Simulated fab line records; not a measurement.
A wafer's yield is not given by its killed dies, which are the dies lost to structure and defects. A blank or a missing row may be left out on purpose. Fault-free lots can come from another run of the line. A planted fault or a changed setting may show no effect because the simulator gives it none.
fab line records + flow n5Finfet + part 2 of 2: steps 5 to 6 of 6
record
- lots=21
- wafers=63
- lastDay=18
route steps=1938 shown MOL_CONTACT_COAG@615 BEOL_M0_SAQP@675
lots that met no fault: taken from a fault-free run of the same line
startH: hours from the record's opening day to when the first of the lot's shown wafers began + waitH: how many hours have passed since the lot's step before this one + " the same as in the row above + L1.1+2: several wafers, shown together as one row + - no value, or no start was given + * or withheld: withheld + < > ~ a bound
route shown NAME@n: a module of which the file shows steps, and the number in the route of the first + usual: average and standard deviation across the fault-free wafers + same: alike in all rows + chamber/n: place in a boat + sites: readings site by site + _std_site: standard deviation of those values + _edge_site: mean of outer sites minus mean of inner sites + radiusMm: for every site, how far away it sits from the centre of the wafer + mask NAME#n: copy n + behind: the most recent tool/chamber to have shaped the wafer + hold: what put the lot on hold/how long, in hours/how the hold closed + device: names the non-switching transistor (n, p or np) + end of line: at the end of the route, the tests of the same wafers + a step with no rows: only its recipe + killed: at the first sort, the dies lost to defects and structure; wafer yield is something else + map: per-die view of a wafer (x killed, . not killed, _ where there is no die)
set.NAME: the setting the step ran with; set.NAME@STEP: the setting that earlier step ran with + model.NAME: the simulator's own value behind a step, which no gauge read
the route's steps for a sample of lots (tables are steps, rows are wafers)
services: from which hour (startH, from the record's first day; less than 0 if before it) a tool's chamber was out of use, for how many hours, and why
## steps
# step N5_BEOL_M0_SAQP_DESCUM_45
# recipe
- chemistry=O2
- timeS=7
- sourcePowerW=50
- biasPowerW=20
- pressureMtorr=20
- rfFrequencyHz=2.712e+07
- tempC=40
- resist=CAR-EUV
- o2FlowSccm=225
# usual
- drypumpMotorCurrentA=6.0/0.45
- oesProductAu=0.77/0.076
- rfVppV=243.0/1.6
- showerheadPlenumPTorr=2.08/0.091
- tempC=40.01/0.11
- throttleValvePct=20.4/0.36
| lot.wafer | tool       | chamber | startH | waitH | drypumpMotorCurrentA | oesProductAu | rfHoursCounterH | rfVppV | showerheadPlenumPTorr | tempC | throttleValvePct |
|-----------|------------|---------|--------|-------|----------------------|--------------|-----------------|--------|-----------------------|-------|------------------|
| L075.2    | rieDiel-03 | 0       | 122.73 | 0.1   | 5.8                  | 0.78         | 136             | 244.9  | 2.19                  | 40.10 | 20.9             |
| L075.5    | "          | 0       | "      | "     | 5.7                  | 0.78         | -               | 245.4  | 2.19                  | 40.12 | 20.8             |
| L075.6    | "          | 1       | "      | "     | 6.8                  | 0.70         | -               | 242.0  | 2.00                  | 40.17 | 20.8             |
| L076.1    | rieDiel-06 | 2       | 124.55 | 0.0   | 5.6                  | 0.71         | 227             | 242.8  | 2.06                  | 40.09 | 20.9             |
| L076.4    | "          | 0       | "      | "     | 6.5                  | 0.76         | 168             | 241.1  | 2.00                  | 39.94 | 20.1             |
| L076.6    | "          | 0       | "      | "     | 6.5                  | 0.76         | -               | 242.9  | 2.00                  | 39.99 | 20.2             |
| L077.2    | rieDiel-03 | 1       | 134.15 | 0.2   | 6.8                  | 0.69         | 188             | 241.0  | 2.00                  | 39.80 | 20.8             |
| L077.3    | "          | 2       | "      | "     | 6.2                  | 0.70         | 185             | 244.4  | 2.13                  | 40.08 | 20.3             |
| L077.4    | "          | 3       | "      | "     | 5.8                  | 0.80         | 94              | 241.9  | 2.00                  | 39.83 | 19.9             |
| L078.3    | rieDiel-06 | 2       | 139.46 | 0.0   | 5.7                  | 0.71         | 232             | 243.2  | 2.06                  | 39.95 | 20.9             |
| L078.4    | "          | 0       | "      | "     | 6.5                  | 0.76         | 172             | 242.6  | 2.00                  | 40.22 | 20.2             |
| L078.6    | "          | 2       | "      | "     | 5.6                  | 0.71         | -               | 243.2  | 2.06                  | 40.01 | 20.9             |
| L079.1    | rieDiel-03 | 3       | 142.69 | 0.0   | 5.8                  | 0.80         | 98              | 243.9  | 2.00                  | 39.99 | 19.9             |
| L079.4    | "          | 1       | "      | "     | 6.8                  | 0.69         | -               | 243.2  | 2.00                  | 40.13 | 20.8             |
| L079.6    | "          | 0       | "      | "     | 5.7                  | 0.78         | -               | 244.5  | 2.19                  | 40.18 | 20.8             |
| L080.1    | rieDiel-03 | 1       | 148.06 | 0.0   | 6.8                  | 0.68         | 192             | 241.1  | 2.00                  | 39.98 | 20.8             |
| L080.2    | "          | 3       | "      | "     | 5.8                  | 0.81         | 99              | 242.5  | 2.00                  | 40.06 | 19.9             |
| L080.3    | "          | 0       | "      | "     | 5.8                  | 0.77         | 143             | 245.6  | 2.19                  | 40.11 | 20.8             |
| L081.2    | rieDiel-06 | 2       | 154.67 | 0.3   | 5.6                  | 0.71         | 238             | 242.7  | 2.05                  | 40.08 | 20.9             |
| L081.4    | "          | 0       | "      | "     | 6.5                  | 0.76         | -               | 242.9  | 2.00                  | 39.93 | 20.2             |
| L081.6    | "          | 2       | "      | "     | 5.6                  | 0.72         | -               | 242.7  | 2.05                  | 40.03 | 20.9             |
| L082.2    | rieDiel-06 | 1       | 162.09 | 0.0   | 6.5                  | 0.89         | 30              | 245.3  | 2.20                  | 40.11 | 20.2             |
| L082.3    | "          | 2       | "      | "     | 5.6                  | 0.71         | 240             | 242.4  | 2.05                  | 39.95 | 20.9             |
| L082.6    | "          | 2       | "      | "     | 5.6                  | 0.70         | -               | 243.4  | 2.05                  | 39.93 | 20.9             |
| L084.1    | rieDiel-03 | 3       | 172.90 | 0.0   | 5.8                  | 0.80         | 108             | 242.0  | 1.99                  | 40.05 | 19.9             |
| L084.2    | "          | 0       | "      | "     | 5.7                  | 0.76         | 153             | 246.1  | 2.18                  | 40.03 | 20.9             |
| L084.5    | "          | 0       | "      | "     | 5.7                  | 0.77         | -               | 243.7  | 2.18                  | 39.99 | 20.9             |
| L085.4    | rieDiel-01 | 3       | 187.03 | 0.0   | 5.4                  | 0.77         | -               | 242.7  | 2.09                  | 39.85 | 20.7             |
| L085.5    | "          | 0       | "      | "     | 5.5                  | 0.70         | -               | 242.4  | 2.07                  | 40.17 | 20.7             |
| L085.6    | "          | 2       | "      | "     | 5.4                  | 0.72         | -               | 243.7  | 2.20                  | 39.91 | 20.7             |
| L086.2    | rieDiel-01 | 0       | 190.06 | 0.0   | 5.5                  | 0.69         | 225             | 242.0  | 2.07                  | 40.12 | 20.7             |
| L086.4    | "          | 2       | "      | "     | 5.4                  | 0.73         | -               | 243.4  | 2.20                  | 39.94 | 20.7             |
| L086.6    | "          | 3       | "      | "     | 5.4                  | 0.78         | -               | 243.0  | 2.09                  | 39.99 | 20.7             |
| L088.1    | rieDiel-06 | 3       | 197.66 | 0.1   | 5.9                  | 0.77         | 131             | 239.5  | 1.92                  | 39.96 | 20.0             |
| L088.2    | "          | 1       | "      | "     | 6.5                  | 0.88         | 39              | 246.6  | 2.19                  | 40.02 | 20.2             |
| L088.3    | "          | 0       | "      | "     | 6.5                  | 0.74         | 189             | 241.7  | 2.00                  | 40.11 | 20.2             |
| L089.1    | rieDiel-03 | 2       | 203.84 | 0.3   | 6.2                  | 0.69         | 210             | 242.6  | 2.12                  | 39.97 | 20.3             |
| L089.3    | "          | 3       | "      | "     | 5.9                  | 0.78         | 120             | 240.4  | 1.99                  | 39.81 | 19.9             |
| L089.4    | "          | 1       | "      | "     | 6.8                  | 0.67         | 205             | 241.8  | 2.00                  | 40.08 | 20.9             |
| L090.2    | rieDiel-01 | 1       | 209.53 | 0.0   | 5.5                  | 0.96         | 6               | 244.1  | 2.12                  | 39.98 | 20.2             |
| L090.3    | "          | 0       | "      | "     | 5.5                  | 0.69         | 232             | 243.3  | 2.07                  | 39.82 | 20.7             |
| L090.5    | "          | 0       | "      | "     | 5.5                  | 0.69         | -               | 242.4  | 2.07                  | 40.00 | 20.8             |
| L091.3    | rieDiel-06 | 1       | 212.76 | 0.0   | 6.5                  | 0.86         | 43              | 244.2  | 2.19                  | 39.74 | 20.2             |
| L091.4    | "          | 0       | "      | "     | 6.5                  | 0.74         | -               | 242.4  | 1.99                  | 39.85 | 20.2             |
| L091.6    | "          | 3       | "      | "     | 5.9                  | 0.76         | -               | 240.2  | 1.92                  | 40.02 | 20.1             |
| L092.2    | rieDiel-01 | 1       | 226.49 | 0.0   | 5.5                  | 0.93         | 12              | 243.1  | 2.11                  | 40.04 | 20.2             |
| L092.4    | "          | 0       | "      | "     | 5.5                  | 0.69         | -               | 244.1  | 2.07                  | 40.07 | 20.8             |
| L092.6    | "          | 2       | "      | "     | 5.4                  | 0.71         | -               | 244.6  | 2.19                  | 40.00 | 20.7             |
| L093.1    | rieDiel-06 | 3       | 228.96 | 0.0   | 5.9                  | 0.77         | 141             | 239.4  | 1.92                  | 39.93 | 20.0             |
| L093.4    | "          | 1       | "      | "     | 6.5                  | 0.86         | 49              | 244.6  | 2.19                  | 40.28 | 20.2             |
| L093.6    | "          | 1       | "      | "     | 6.5                  | 0.86         | -               | 245.8  | 2.19                  | 40.24 | 20.2             |
| L094.1    | rieDiel-01 | 1       | 231.58 | 0.0   | 5.5                  | 0.93         | 14              | 242.3  | 2.11                  | 40.20 | 20.2             |
| L094.2    | "          | 2       | "      | "     | 5.4                  | 0.71         | 202             | 244.0  | 2.19                  | 40.01 | 20.8             |
| L094.3    | "          | 3       | "      | "     | 5.4                  | 0.77         | 151             | 244.0  | 2.09                  | 40.16 | 20.8             |
| L095.3    | rieDiel-06 | 0       | 244.82 | 0.0   | 6.5                  | 0.74         | 204             | 241.7  | 1.99                  | 39.70 | 20.2             |
| L095.5    | "          | 0       | "      | "     | 6.5                  | 0.73         | -               | 242.5  | 1.99                  | 39.76 | 20.2             |
| L095.6    | "          | 1       | "      | "     | 6.5                  | 0.85         | -               | 245.3  | 2.19                  | 39.95 | 20.2             |
| L096.2    | rieDiel-03 | 0       | 250.52 | 0.0   | 5.8                  | 0.74         | 178             | 244.6  | 2.17                  | 40.02 | 20.9             |
| L096.3    | "          | 3       | "      | "     | 5.8                  | 0.77         | 135             | 242.2  | 1.98                  | 39.97 | 19.9             |
| L096.5    | "          | 1       | "      | "     | 6.8                  | 0.67         | -               | 240.6  | 1.99                  | 39.95 | 20.9             |
| L097.2    | rieDiel-06 | 0       | 251.55 | 0.4   | 6.6                  | 0.74         | 205             | 242.2  | 1.99                  | 40.03 | 20.2             |
| L097.4    | "          | 2       | "      | "     | 5.7                  | 0.98         | 7               | 242.4  | 2.05                  | 39.96 | 20.6             |
| L097.5    | "          | 0       | "      | "     | 6.5                  | 0.74         | -               | 242.1  | 1.99                  | 39.89 | 20.2             |
# step N5_BEOL_M0_SAQP_CUT_ETCH_46
# recipe
- chemistry=N2/H2
- target=SOC
- targetDepthA=1350
- overetchA=270
- tempC=40
- timeS=202.5
- ionEnergyEv=200
- maskMaterial=SiARC
- pressureMtorr=30
- sourceW=840
- biasW=150
- n2FlowSccm=200
- h2FlowSccm=200
# usual
- drypumpMotorCurrentA=6.0/0.45
- rfVppV=524/3.2
- showerheadPlenumPTorr=2.53/0.11
- tempC=40.01/0.11
- throttleValvePct=17.90/0.27
| lot.wafer | tool       | chamber | startH | waitH | drypumpMotorCurrentA | rfHoursCounterH | rfVppV | showerheadPlenumPTorr | tempC | throttleValvePct |
|-----------|------------|---------|--------|-------|----------------------|-----------------|--------|-----------------------|-------|------------------|
| L075.2    | rieDiel-03 | 0       | 122.82 | 0.0   | 5.8                  | 136             | 527    | 2.65                  | 39.93 | 18.12            |
| L075.5    | "          | 0       | "      | "     | 5.7                  | -               | 527    | 2.65                  | 40.05 | 18.12            |
| L075.6    | "          | 1       | "      | "     | 6.8                  | -               | 520    | 2.42                  | 40.31 | 18.02            |
| L076.1    | rieDiel-06 | 2       | 124.64 | 0.0   | 5.6                  | 227             | 523    | 2.48                  | 39.93 | 18.22            |
| L076.4    | "          | 0       | "      | "     | 6.5                  | 168             | 520    | 2.44                  | 40.00 | 17.53            |
| L076.6    | "          | 0       | "      | "     | 6.5                  | -               | 521    | 2.44                  | 39.89 | 17.54            |
| L077.2    | rieDiel-03 | 1       | 134.23 | 0.0   | 6.8                  | 188             | 520    | 2.42                  | 40.01 | 18.04            |
| L077.3    | "          | 2       | "      | "     | 6.2                  | 185             | 527    | 2.63                  | 39.88 | 17.89            |
| L077.4    | "          | 3       | "      | "     | 5.8                  | 94              | 523    | 2.48                  | 40.05 | 17.57            |
| L078.3    | rieDiel-06 | 2       | 139.54 | 0.0   | 5.6                  | 232             | 522    | 2.48                  | 39.84 | 18.22            |
| L078.4    | "          | 0       | "      | "     | 6.5                  | 172             | 521    | 2.44                  | 39.85 | 17.54            |
| L078.6    | "          | 2       | "      | "     | 5.6                  | -               | 522    | 2.48                  | 39.84 | 18.20            |
| L079.1    | rieDiel-03 | 3       | 142.77 | 0.0   | 5.9                  | 98              | 522    | 2.48                  | 39.85 | 17.57            |
| L079.4    | "          | 1       | "      | "     | 6.8                  | -               | 520    | 2.41                  | 39.93 | 18.02            |
| L079.6    | "          | 0       | "      | "     | 5.7                  | -               | 526    | 2.65                  | 40.15 | 18.12            |
| L080.1    | rieDiel-03 | 1       | 148.14 | 0.0   | 6.8                  | 192             | 521    | 2.41                  | 39.91 | 18.04            |
| L080.2    | "          | 3       | "      | "     | 5.8                  | 99              | 521    | 2.48                  | 40.13 | 17.57            |
| L080.3    | "          | 0       | "      | "     | 5.8                  | 143             | 528    | 2.65                  | 40.08 | 18.15            |
| L081.2    | rieDiel-06 | 2       | 154.75 | 0.0   | 5.7                  | 238             | 524    | 2.48                  | 40.11 | 18.21            |
| L081.4    | "          | 0       | "      | "     | 6.5                  | -               | 521    | 2.44                  | 39.95 | 17.54            |
| L081.6    | "          | 2       | "      | "     | 5.6                  | -               | 522    | 2.48                  | 40.22 | 18.20            |
| L082.2    | rieDiel-06 | 1       | 162.17 | 0.0   | 6.5                  | 30              | 530    | 2.71                  | 39.99 | 17.77            |
| L082.3    | "          | 2       | "      | "     | 5.6                  | 240             | 524    | 2.48                  | 40.29 | 18.22            |
| L082.6    | "          | 2       | "      | "     | 5.6                  | -               | 523    | 2.48                  | 40.07 | 18.22            |
| L084.1    | rieDiel-03 | 3       | 172.98 | 0.0   | 5.8                  | 108             | 521    | 2.47                  | 40.04 | 17.59            |
| L084.2    | "          | 0       | "      | "     | 5.7                  | 153             | 527    | 2.65                  | 40.09 | 18.16            |
| L084.5    | "          | 0       | "      | "     | 5.8                  | -               | 525    | 2.65                  | 40.18 | 18.15            |
| L085.4    | rieDiel-01 | 3       | 187.18 | 0.1   | 5.4                  | -               | 524    | 2.58                  | 40.04 | 18.46            |
| L085.5    | "          | 0       | "      | "     | 5.5                  | -               | 524    | 2.52                  | 40.07 | 18.12            |
| L085.6    | "          | 2       | "      | "     | 5.4                  | -               | 526    | 2.64                  | 39.82 | 17.97            |
| L086.2    | rieDiel-01 | 0       | 190.14 | 0.0   | 5.5                  | 225             | 521    | 2.52                  | 40.10 | 18.11            |
| L086.4    | "          | 2       | "      | "     | 5.4                  | -               | 525    | 2.64                  | 40.01 | 17.97            |
| L086.6    | "          | 3       | "      | "     | 5.4                  | -               | 525    | 2.58                  | 39.87 | 18.48            |
| L088.1    | rieDiel-06 | 3       | 197.74 | 0.0   | 5.9                  | 131             | 519    | 2.35                  | 40.09 | 17.61            |
| L088.2    | "          | 1       | "      | "     | 6.5                  | 39              | 527    | 2.71                  | 39.91 | 17.80            |
| L088.3    | "          | 0       | "      | "     | 6.5                  | 189             | 521    | 2.43                  | 39.92 | 17.55            |
| L089.1    | rieDiel-03 | 2       | 203.93 | 0.0   | 6.2                  | 210             | 527    | 2.62                  | 39.94 | 17.93            |
| L089.3    | "          | 3       | "      | "     | 5.8                  | 120             | 520    | 2.47                  | 40.08 | 17.61            |
| L089.4    | "          | 1       | "      | "     | 6.8                  | 206             | 520    | 2.41                  | 39.88 | 18.05            |
| L090.2    | rieDiel-01 | 1       | 209.61 | 0.0   | 5.5                  | 6               | 525    | 2.58                  | 40.22 | 17.64            |
| L090.3    | "          | 0       | "      | "     | 5.5                  | 232             | 522    | 2.52                  | 40.26 | 18.14            |
| L090.5    | "          | 0       | "      | "     | 5.5                  | -               | 522    | 2.52                  | 40.26 | 18.13            |
| L091.3    | rieDiel-06 | 1       | 212.84 | 0.0   | 6.5                  | 43              | 529    | 2.71                  | 39.98 | 17.81            |
| L091.4    | "          | 0       | "      | "     | 6.5                  | -               | 520    | 2.43                  | 39.95 | 17.57            |
| L091.6    | "          | 3       | "      | "     | 5.9                  | -               | 518    | 2.35                  | 39.95 | 17.60            |
| L092.2    | rieDiel-01 | 1       | 226.58 | 0.0   | 5.5                  | 12              | 527    | 2.58                  | 40.03 | 17.66            |
| L092.4    | "          | 0       | "      | "     | 5.5                  | -               | 523    | 2.52                  | 39.85 | 18.14            |
| L092.6    | "          | 2       | "      | "     | 5.4                  | -               | 525    | 2.63                  | 40.01 | 18.00            |
| L093.1    | rieDiel-06 | 3       | 229.05 | 0.0   | 5.9                  | 141             | 518    | 2.34                  | 40.13 | 17.61            |
| L093.4    | "          | 1       | "      | "     | 6.5                  | 49              | 527    | 2.70                  | 40.09 | 17.83            |
| L093.6    | "          | 1       | "      | "     | 6.5                  | -               | 529    | 2.70                  | 40.07 | 17.81            |
| L094.1    | rieDiel-01 | 1       | 231.66 | 0.0   | 5.5                  | 14              | 525    | 2.57                  | 40.08 | 17.65            |
| L094.2    | "          | 2       | "      | "     | 5.4                  | 202             | 528    | 2.63                  | 39.87 | 18.00            |
| L094.3    | "          | 3       | "      | "     | 5.5                  | 151             | 524    | 2.58                  | 39.89 | 18.47            |
| L095.3    | rieDiel-06 | 0       | 244.90 | 0.0   | 6.5                  | 204             | 520    | 2.43                  | 39.92 | 17.58            |
| L095.5    | "          | 0       | "      | "     | 6.6                  | -               | 519    | 2.43                  | 40.12 | 17.60            |
| L095.6    | "          | 1       | "      | "     | 6.5                  | -               | 529    | 2.70                  | 40.15 | 17.82            |
| L096.2    | rieDiel-03 | 0       | 250.60 | 0.0   | 5.8                  | 178             | 526    | 2.64                  | 40.16 | 18.21            |
| L096.3    | "          | 3       | "      | "     | 5.8                  | 135             | 521    | 2.46                  | 40.04 | 17.66            |
| L096.5    | "          | 1       | "      | "     | 6.8                  | -               | 519    | 2.40                  | 40.09 | 18.05            |
| L097.2    | rieDiel-06 | 0       | 251.63 | 0.0   | 6.5                  | 205             | 520    | 2.43                  | 40.09 | 17.59            |
| L097.4    | "          | 2       | "      | "     | 5.6                  | 7               | 522    | 2.47                  | 40.02 | 17.84            |
| L097.5    | "          | 0       | "      | "     | 6.6                  | -               | 521    | 2.43                  | 40.01 | 17.58            |
## services
| tool         | chamber | startH | hours | kind                        |
|--------------|---------|--------|-------|-----------------------------|
| rieDiel-01   | 0       | 90.51  | 8.2   | repair                      |
| rieDiel-06   | 0       | 92.45  | 4.8   | repair                      |
| rieDiel-05   | 3       | 98.30  | -     | clean                       |
| rieDiel-05   | 3       | 98.30  | -     | consumableReplace:focusRing |
| rieDiel-05   | 3       | 98.30  | 19.9  | scheduledDown               |
| cvdW-02      | -       | 116.10 | 14.6  | pm                          |
| rieDiel-01   | 0       | 116.14 | 1.5   | repair                      |
| rieDiel-01   | 2       | 127.11 | 6.6   | repair                      |
| rieDiel-05   | -       | 138.50 | 4.3   | pm                          |
| cvdW-01      | -       | 139.86 | 6.0   | pm                          |
| rieDiel-03   | 2       | 140.26 | 5.8   | repair                      |
| rieDiel-04   | 3       | 143.18 | 13.8  | repair                      |
| rieDiel-06   | 1       | 154.34 | 5.2   | repair                      |
| rieDiel-05   | -       | 164.14 | 0.3   | repair                      |
| rieDiel-05   | -       | 171.64 | 2.2   | repair                      |
| rieDiel-02   | 3       | 173.21 | 5.4   | repair                      |
| rieDiel-04   | 1       | 175.48 | 62.1  | repair                      |
| rieDiel-06   | -       | 199.41 | 3.9   | repair                      |
| rieDiel-05   | 3       | 201.47 | 13.7  | repair                      |
| rieDiel-01   | 3       | 207.40 | 19.4  | repair                      |
| cvdW-01      | 1       | 207.96 | 10.6  | repair                      |
| rieDiel-05   | 2       | 219.41 | 2.6   | repair                      |
| vaporEtch-02 | -       | 224.06 | 1.6   | repair                      |
| rieDiel-02   | 3       | 230.91 | 5.1   | repair                      |
